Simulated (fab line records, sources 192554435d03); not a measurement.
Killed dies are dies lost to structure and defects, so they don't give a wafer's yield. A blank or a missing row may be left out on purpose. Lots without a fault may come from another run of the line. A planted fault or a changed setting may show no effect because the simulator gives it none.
fab line records | flow n5_finfet
record lots=5 wafers=15 last_day=17
route steps=1938 shown BEOL_M6@1252 BEOL_M7@1263 PASSIVATION@1936
lots that met no fault: from a run of the same line without faults
start_h: hours from the record's first day to the start of the lot's first wafer shown | wait_h: hours since the lot's step before | " the same as in the row above | L1.1+2: a row that stands for several wafers | - no value, or no start given | * or withheld: withheld | < > ~ a bound
route shown NAME@n: a module of which the file shows steps, and the number in the route of the first | usual: mean/standard deviation of fault-free wafers | same: alike in all rows | chamber/n: place in a boat | sites: the reading at each site | _std_site: their standard deviation | _edge_site: outer sites' mean less inner sites' | radius_mm: how far each site lies from the wafer's centre | mask NAME#n: copy n | behind: the tool/chamber that last shaped the wafer | hold: why the lot was held/for how many hours/how that ended | device: the transistor (n, p or np) that didn't switch | end of line: the same wafers' tests at the end of the route | a step without rows: its recipe alone | killed: dies lost to structure and defects at the first sort, not the wafer's yield | map: a wafer's dies, x killed, . not, _ none there
set.NAME: the setting as run; set.NAME@STEP: as run at that earlier step | model.NAME: the simulator's own value behind a step, which no gauge read
lots at some steps of the route; a table a step, a row a wafer
services: from which hour (start_h, from the record's first day; less than 0 if before it) a tool's chamber was out of use, for how many hours, and why
## steps
# step N5_BEOL_M6_SURFACE_TREAT_79
# recipe gas=Ar time_s=* ion_energy_ev=* ion_current_ma_cm2=0.5 pressure_mtorr=* ar_flow_sccm=30
# step N5_BEOL_M6_CVD_78
# recipe material=Co target_thk_a=20 temp_c=withheld precursor=CCTBA/H2 pressure_torr=30 time_s=142.3
# step N5_BEOL_M6_SPUTTER_48
# recipe material=Cu target_thk_a=100 temp_c=-20 bias_v=60 power_w=26000 chamber_pressure_pa=0.13 time_s=1.667
# step N5_BEOL_M6_ECD_50
# recipe material=Cu target_thk_a=3000
# step N5_BEOL_M6_ANNEAL_51
# recipe temp_c=225 time_s=90 ambient=N2
# step N5_BEOL_M6_CMP_52
# recipe stop_on=SiCOH_lowk t_overpolish_s=6.9 down_force_psi=1 platen_rpm=50 clearing_platen_down_force_psi=1.5 clearing_platen_rpm=50 post_cmp_clean=cu_alkaline target_thk_nm=80 clearing_platen_pad_velocity_m_s=0.99484 pad_velocity_m_s=0.99484
# step N5_BEOL_M6_PRE_CLEAN_55
# recipe gas=NH3 time_s=15 temp_c=withheld rf_power_w=300
# step N5_BEOL_M6_DEP_56
# recipe material=SiCN target_thk_a=100 temp_c=withheld precursor=3MS/NH3 pressure_torr=3 rf_w=202 time_s=17.5
# step N5_BEOL_M7_ILD_DEP_00
# recipe material=SiCOH_lowk target_thk_a=1797.5 temp_c=300 precursor=DEMS/porogen pressure_torr=5 rf_w=500 time_s=33.4
# step N5_BEOL_M7_CURE_74
# recipe temp_c=385 time_s=240 ambient=He/Ar material=SiCOH_lowk
# usual lamp_power_pct=52.32/0.057 run_length_s=286.2/1.1 wafer_temp_C_max=386.8/0.57
# columns lot.wafer tool chamber start_h wait_h lamp_power_pct run_length_s wafer_temp_C_max model.SiCOH_lowk_of_BEOL_M7_ILD_DEP_00.thk_nm
L932.2 uv_cure-02 1 209.70 0.1 - - - 181
L932.5 " 1 " " - - - 183
L932.6 " 1 " " - - - 185
L933.1 uv_cure-02 1 221.59 0.0 - - - 179.8
L933.4 " 1 " " - - - 183.6
L933.5 " 1 " " - - - 185
L935.1 uv_cure-01 2 230.61 0.0 - - - 179.4
L935.2 " 2 " " - - - 179.8
L935.3 " 2 " " - - - 180.8
L941.1 uv_cure-02 1 263.80 0.0 52.33 285.5 387.0 152.4
L941.2 " 1 " " 52.39 285.5 386.6 151.8
L941.4 " 1 " " 52.33 285.6 386.9 154.4
L948.1 uv_cure-02 1 323.46 0.0 52.28 286.6 386.9 155
L948.3 " 1 " " 52.30 285.9 387.0 153.6
L948.5 " 1 " " 52.25 285.6 387.4 155.6
# step N5_BEOL_M7_THK_MEAS_01
# recipe reads=SiCOH_lowk_of_BEOL_M7_ILD_DEP_00
# usual M7_ILD_THK=155.5/2.4
# columns lot.wafer tool chamber start_h wait_h M7_ILD_THK[nm]
L932.2 film_metro-01 - 210.13 0.4 180.9
L932.5 " - " " 183.0
L932.6 " - " " 185.0
L933.1 film_metro-02 - 222.10 0.4 179.8
L933.4 " - " " 183.7
L933.5 " - " " 185.0
L935.1 film_metro-02 - 231.12 0.4 179.6
L935.2 " - " " 179.7
L935.3 " - " " 180.8
L941.1 film_metro-01 - 264.31 0.4 152.3
L941.2 " - " " 151.7
L941.4 " - " " 154.3
L948.1 film_metro-02 - 323.97 0.4 155.1
L948.3 " - " " 153.6
L948.5 " - " " 155.4
# step N5_BEOL_M7_PECVD_70
# recipe material=SiO2 target_thk_a=200 temp_c=400 precursor=TEOS/O2 pressure_torr=5.5 rf_w=450 teos_flow_sccm=53.8 gas=O2 flow_sccm=3000 time_s=22.7
# step N5_BEOL_M7_HM_DEP_02
# recipe material=TiN target_thk_a=200 temp_c=25 chamber_pressure_pa=0.49996
# step N5_BEOL_M7_COAT_59
# recipe resist=SOC temp_c=250 time_s=60 spin_rpm=1500 resist_thk_nm=100
# step N5_BEOL_M7_COAT_60
# recipe resist=SiARC temp_c=220 time_s=60 spin_rpm=1500 resist_thk_nm=35
# step N5_BEOL_M7_COAT_05
# recipe resist=CAR-ArF spin_rpm=1500 resist_thk_nm=90
# step N5_BEOL_M7_EBR_07
# recipe solvent=PGMEA ebr_width_mm=1.5
# step N5_BEOL_M7_SOFTBAKE_06
# recipe temp_c=110 time_s=60 resist=CAR-ArF
# step N5_BEOL_M7_EXPOSE_08
# recipe mask_id=M7 na=1.35 source_shape=dipole sigma_inner=0.817 sigma_outer=0.97 polarization=te dose_mj=68.25
# step N5_BEOL_M7_PEB_09
# recipe peb_temp_c=withheld peb_time_s=60 resist=CAR-ArF
# step N5_BEOL_M7_DEVELOP_10
# recipe develop_time_s=30 developer=TMAH resist=CAR-ArF rinse_liquid=diw dry=air_spin dev_temp_c=23
# step N5_BEOL_M7_DESCUM_16
# recipe chemistry=O2 time_s=7.9 source_power_w=50 bias_power_w=20 pressure_mtorr=20 rf_frequency_hz=2.712e+07 temp_c=40 resist=CAR-ArF o2_flow_sccm=225
# step N5_BEOL_M7_ETCH_61
# recipe chemistry=CF4 target=SiARC target_depth_a=455 mask_material=CAR-ArF time_s=75.8 ion_energy_ev=80 pressure_mtorr=40 source_w=545 bias_w=36 Ar_flow_sccm=100 cf4_flow_sccm=100 ends=cleared
# step N5_BEOL_M7_ETCH_62
# recipe chemistry=N2/H2 target=SOC target_depth_a=1100 overetch_a=220 mask_material=SiARC temp_c=40 time_s=165 ion_energy_ev=200 pressure_mtorr=30 source_w=840 bias_w=150 n2_flow_sccm=200 h2_flow_sccm=200
# step N5_BEOL_M7_STRIP_68
# recipe chemistry=N2/H2 temp_c=40 n2_flow_sccm=200 h2_flow_sccm=200 rf_frequency_hz=6e+07
# step N5_BEOL_M7_STRIP_67
# recipe chemistry=CF4 resist=SiARC power_w=300 bias_power_w=75 pressure_mtorr=50 cf4_flow_sccm=150 rf_frequency_hz=6e+07
# step N5_BEOL_M7_HM_OPEN_17
# recipe chemistry=Cl2/BCl3 target_depth_a=200 overetch_a=60 target=TiN mask_material=SOC ion_energy_ev=150 pressure_mtorr=10 icp_w=1000 bias_w=126 Cl2_flow_sccm=53.25 bcl3_flow_sccm=21.75 Ar_flow_sccm=25
# step N5_BEOL_M7_STRIP_19
# recipe chemistry=O2 power_w=400 temp_c=40 pressure_mtorr=30 rf_frequency_hz=6e+07 bias_power_w=0 overash_fraction=0.2 o2_flow_sccm=225
# step N5_BEOL_M7_COAT_63
# recipe resist=SOC temp_c=250 time_s=60 spin_rpm=1500 resist_thk_nm=60
# step N5_BEOL_M7_COAT_64
# recipe resist=SiARC temp_c=220 time_s=60 spin_rpm=1500 resist_thk_nm=12
# step N5_BEOL_M7_COAT_71
# recipe resist=underlayer temp_c=205 time_s=60 spin_rpm=1500 resist_thk_nm=5
# step N5_BEOL_M7_COAT_22
# recipe resist=CAR-EUV spin_rpm=1500 resist_thk_nm=30
# step N5_BEOL_M7_EBR_24
# recipe solvent=PGMEA ebr_width_mm=1.5
# step N5_BEOL_M7_SOFTBAKE_23
# recipe temp_c=110 time_s=60 resist=CAR-EUV
# step N5_BEOL_M7_EXPOSE_25
# recipe mask_id=V6 na=0.33 source_shape=annular sigma_inner=0.4 sigma_outer=0.8 polarization=unpolarized target_cd_nm=40 dose_mj=42.5
# step N5_BEOL_M7_CMP_52
# recipe stop_on=SiCOH_lowk t_overpolish_s=6.9 down_force_psi=1 platen_rpm=50 clearing_platen_down_force_psi=1.5 clearing_platen_rpm=50 post_cmp_clean=cu_alkaline target_thk_nm=80 clearing_platen_pad_velocity_m_s=0.99484 pad_velocity_m_s=0.99484
# usual motor_current_A=6.0/0.53 pad_life_wafers=948/610
# columns lot.wafer tool chamber start_h wait_h motor_current_A pad_life_wafers model.SiCOH_lowk_of_BEOL_M7_ILD_DEP_00.thk_nm
L932.2 cmp-01 0 222.55 0.5 5.5 32 178
L932.6 " 2 " " 6.2 - 182
L932.5 " 3 " " 5.5 - 180
L933.4 cmp-03 3 230.80 0.4 5.0 1440 180.6
L933.1 " 1 " " 6.6 1442 176.8
L933.5 " 3 " " 5.3 - 182
L935.3 cmp-02 3 237.81 0.3 6.0 1032 177.8
L935.1 " 0 " " 6.2 1033 176.4
L935.2 " 2 " " 6.7 1035 176.8
L941.2 cmp-01 1 271.12 0.2 5.4 366 148.8
L941.4 " 2 " " 5.8 367 151.4
L941.1 " 0 " " 5.7 369 149.4
L948.1 cmp-02 3 331.12 0.3 5.8 1730 152
L948.3 " 0 " " 6.3 1731 150.6
L948.5 " 2 " " 6.3 - 152.6
# step N5_PASSIVATION_PROBE_49
# usual defect_limited_yield=91.5/1.5 killed_at_M0_to_M3=33/9.9 killed_at_M4_up=14/5.2 killed_at_contacts=11/5.2 killed_at_front_end=38/10 killed_at_other=4/3.5 killed_dies=100/18 killed_open=66/14 killed_short=32/6.9 sort_bin_5_function=5.0/1 sort_bin_6_memory=3.1/0.69 sort_n_pass=1080/18 sort_yield_pct=91.5/1.5
# same gross_dies=1180 killed_at_back_side=0 sort_bin_4_leakage[%]=0 sort_bin_8_speed[%]=0
# columns lot.wafer tool chamber start_h wait_h defect_limited_yield[%] killed_at_M0_to_M3 killed_at_M4_up killed_at_contacts killed_at_front_end killed_at_other killed_dies killed_open killed_short sort_bin_5_function[%] sort_bin_6_memory[%] sort_n_pass sort_yield_pct[%]
L932.2 prober-01 - 297.56 0.1 91.9 39 6 9 38 3 95 66 29 4.8 3.2 1085 91.9
L932.5 prober-01 - 297.71 0.2 91.5 47 11 13 26 3 100 64 36 5.3 2.9 1080 91.5
L932.6 prober-01 - 297.76 0.3 91.7 28 18 17 34 1 98 66 32 5.6 2.5 1082 91.7
L933.1 prober-01 - 323.98 0.0 90.1 49 18 7 37 6 117 75 41 5.8 3.6 1063 90.1
L933.4 prober-01 - 324.13 0.2 91.8 33 12 8 39 5 97 64 31 5.3 2.8 1083 91.8
L933.5 prober-01 - 324.18 0.2 92.7 31 8 4 40 3 86 52 30 4.2 3.1 1094 92.7
L935.1 prober-02 - 324.23 0.0 89.9 44 17 16 35 7 119 81 38 6.4 3.3 1061 89.9
L935.2 prober-02 - 324.28 0.1 90.9 32 17 8 36 14 107 57 39 5.1 3.4 1073 90.9
L935.3 prober-02 - 324.33 0.1 92.9 24 14 9 25 12 84 52 28 4.4 2.5 1096 92.9
L941.1 prober-02 - 351.64 0.0 92.9 34 19 5 25 1 84 50 33 4.9 2.0 1096 92.9
L941.4 prober-02 - 351.79 0.2 90.3 52 17 7 34 4 114 75 37 6.3 3.4 1066 90.3
L948.1 prober-01 - 404.08 0.0 90.2 47 12 8 44 5 116 69 45 5.3 4.4 1064 90.2
L948.3 prober-01 - 404.18 0.1 91.8 41 12 5 33 6 97 63 33 5.1 3.0 1083 91.8
L948.5 prober-01 - 404.28 0.2 89.3 33 24 15 46 8 126 89 36 6.1 4.1 1054 89.3
# killed by level:class
L932.2 DUMMY_GATE:geometric_particle:open=10 BEOL_M0_SAQP:geometric_particle:short=10 BEOL_M1:geometric_particle:open=9 MOL_CONTACT_COAG:geometric_particle:open=8 BEOL_M0_SAQP:geometric_particle:open=8 STI_FIN_REVEAL:geometric_particle:open=6 FIN_SAQP:geometric_particle:open=4 BEOL_M2:geometric_particle:open=4
L932.5 BEOL_M0_SAQP:geometric_particle:short=12 BEOL_M0_SAQP:geometric_particle:open=10 FIN_SAQP:geometric_particle:open=9 MOL_CONTACT_COAG:geometric_particle:open=9 BEOL_M1:geometric_particle:short=7 BEOL_M2:geometric_particle:open=7 BEOL_M3:geometric_particle:open=5 MOL_CONTACT_COAG:geometric_particle:short=4
L932.6 MOL_CONTACT_COAG:geometric_particle:open=12 FIN_SAQP:geometric_particle:open=8 BEOL_M2:geometric_particle:open=7 BEOL_M3:geometric_particle:open=7 BEOL_M4:geometric_particle:open=6 FIN_SAQP:geometric_particle:short=5 BEOL_M0_SAQP:geometric_particle:short=5 MOL_CONTACT_COAG:geometric_particle:short=5
L933.1 BEOL_M0_SAQP:geometric_particle:open=11 FIN_SAQP:geometric_particle:short=9 BEOL_M3:geometric_particle:open=9 BEOL_M4:geometric_particle:open=8 DUMMY_GATE:geometric_particle:open=7 STI_FIN_REVEAL:geometric_particle:open=6 MOL_CONTACT_COAG:geometric_particle:open=6 BEOL_M1:geometric_particle:short=6
L933.4 FIN_SAQP:geometric_particle:short=9 BEOL_M0_SAQP:geometric_particle:open=9 STI_FIN_REVEAL:geometric_particle:open=8 MOL_CONTACT_COAG:geometric_particle:open=7 BEOL_M2:geometric_particle:open=7 BEOL_M0_SAQP:geometric_particle:short=5 BEOL_M3:geometric_particle:open=5 FIN_SAQP:geometric_particle:open=4
L933.5 BEOL_M0_SAQP:geometric_particle:open=9 STI_FIN_REVEAL:geometric_particle:open=8 FIN_SAQP:geometric_particle:short=7 BEOL_M0_SAQP:geometric_particle:short=6 BEOL_M2:geometric_particle:open=6 FIN_SAQP:geometric_particle:open=4 STI_FIN_REVEAL:geometric_particle:short=4 DUMMY_GATE:geometric_particle:open=4
L935.1 BEOL_M3:geometric_particle:open=16 MOL_CONTACT_COAG:geometric_particle:open=13 STI_FIN_REVEAL:geometric_particle:open=8 FIN_SAQP:geometric_particle:short=6 BEOL_M1:geometric_particle:open=6 BEOL_M0_SAQP:geometric_particle:short=5 BEOL_M3:geometric_particle:short=5 DUMMY_GATE:geometric_particle:short=4
L935.2 BEOL_M3:geometric_particle:open=13 PASSIVATION:area_etch=10 MOL_CONTACT_COAG:geometric_particle:open=7 ILD0:geometric_particle:short=7 STI_FIN_REVEAL:geometric_particle:open=5 DUMMY_GATE:geometric_particle:open=5 BEOL_M0_SAQP:geometric_particle:short=5 BEOL_M4:geometric_particle:open=5
L935.3 BEOL_M3:geometric_particle:open=11 MOL_CONTACT_COAG:geometric_particle:open=7 FIN_SAQP:geometric_particle:open=5 BEOL_M0_SAQP:geometric_particle:open=5 PASS1_CAP:geometric_particle:short=5 BEOL_M0_SAQP:geometric_particle:short=4 BEOL_M5:geometric_particle:open=4 FIN_SAQP:geometric_particle:short=3
L941.1 BEOL_M0_SAQP:geometric_particle:short=10 BEOL_M2:geometric_particle:open=9 BEOL_M4:geometric_particle:open=7 BEOL_M1:geometric_particle:open=7 FIN_SAQP:geometric_particle:short=6 MOL_CONTACT_COAG:geometric_particle:open=5 ILD0:geometric_particle:open=4 BEOL_M8:geometric_particle:open=4
L941.4 BEOL_M3:geometric_particle:open=12 BEOL_M4:geometric_particle:open=11 BEOL_M0:geometric_particle:open=9 GATE_CUT:geometric_particle:short=8 BEOL_M1:geometric_particle:open=8 FIN_SAQP:geometric_particle:open=6 BEOL_M0_SAQP:geometric_particle:short=6 BEOL_M1:geometric_particle:short=6
L948.1 FIN_SAQP:geometric_particle:open=14 BEOL_M0_SAQP:geometric_particle:open=11 BEOL_M3:geometric_particle:open=10 BEOL_M0_SAQP:geometric_particle:short=9 STI_FIN_REVEAL:geometric_particle:open=8 BEOL_M2:geometric_particle:open=8 MOL_CONTACT_COAG:geometric_particle:open=7 BEOL_M3:geometric_particle:short=7
L948.3 BEOL_M0_SAQP:geometric_particle:short=9 BEOL_M2:geometric_particle:open=9 BEOL_M0_SAQP:geometric_particle:open=8 BEOL_M3:geometric_particle:open=6 FIN_SAQP:geometric_particle:open=5 STI_FIN_REVEAL:geometric_particle:open=5 DUMMY_GATE:geometric_particle:open=5 MOL_CONTACT_COAG:geometric_particle:open=5
L948.5 FIN_SAQP:geometric_particle:open=12 MOL_CONTACT_COAG:geometric_particle:open=12 BEOL_M0_SAQP:geometric_particle:open=12 BEOL_M3:geometric_particle:open=9 BEOL_M4:geometric_particle:open=8 BEOL_M0_SAQP:geometric_particle:short=7 FIN_SAQP:geometric_particle:short=6 STI_FIN_REVEAL:geometric_particle:open=5
## services
# columns tool chamber start_h hours kind
cmp-01 - 213.90 4.0 pm
cmp-01 - 217.90 - consumable_replace:conditioner
cmp-01 - 217.90 - consumable_replace:pad
cmp-01 - 236.25 10.6 pm
cmp-03 - 246.92 6.7 pm
cmp-02 - 252.02 4.6 pm
uv_cure-01 - 256.24 22.2 pm
cmp-01 - 257.26 2.1 repair
cmp-02 - 259.66 5.2 repair
uv_cure-02 - 267.26 2.1 pm
cmp-02 - 269.14 1.4 repair
cmp-03 - 306.63 4.0 pm
cmp-03 - 310.63 - consumable_replace:conditioner
cmp-03 - 310.63 - consumable_replace:pad
## key
first_sign step=N5_BEOL_M7_CURE_74 reading=tool_record direction=missing
effect step=N5_BEOL_M7_THK_MEAS_01 reading=M7_ILD_THK direction=up sigmas=11 usual=155.5 struck=181.9
model_effect step=N5_BEOL_M7_CURE_74 value=SiCOH_lowk_of_BEOL_M7_ILD_DEP_00.thk_nm without=156.9 struck=181.9
model_effect step=N5_BEOL_M7_CMP_52 value=SiCOH_lowk_of_BEOL_M7_ILD_DEP_00.thk_nm without=153.9 struck=178.9
met_at N5_BEOL_M7_CURE_74
struck_wafers L932.2,L932.5,L932.6,L933.1,L933.4,L933.5,L935.1,L935.2,L935.3
baseline_loss step=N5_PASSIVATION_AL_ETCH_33 wafers=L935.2
fault kind=skipped_step_whole tool=uv_cure-01,uv_cure-02 chamber=- onset_h=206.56 steps=N5_BEOL_M7_CURE_74 scope=struck_lots_only
# baseline_loss: these wafers lose ten dies or more at that step, a loss of the line's own and not of a fault; the sort's usual values leave them out
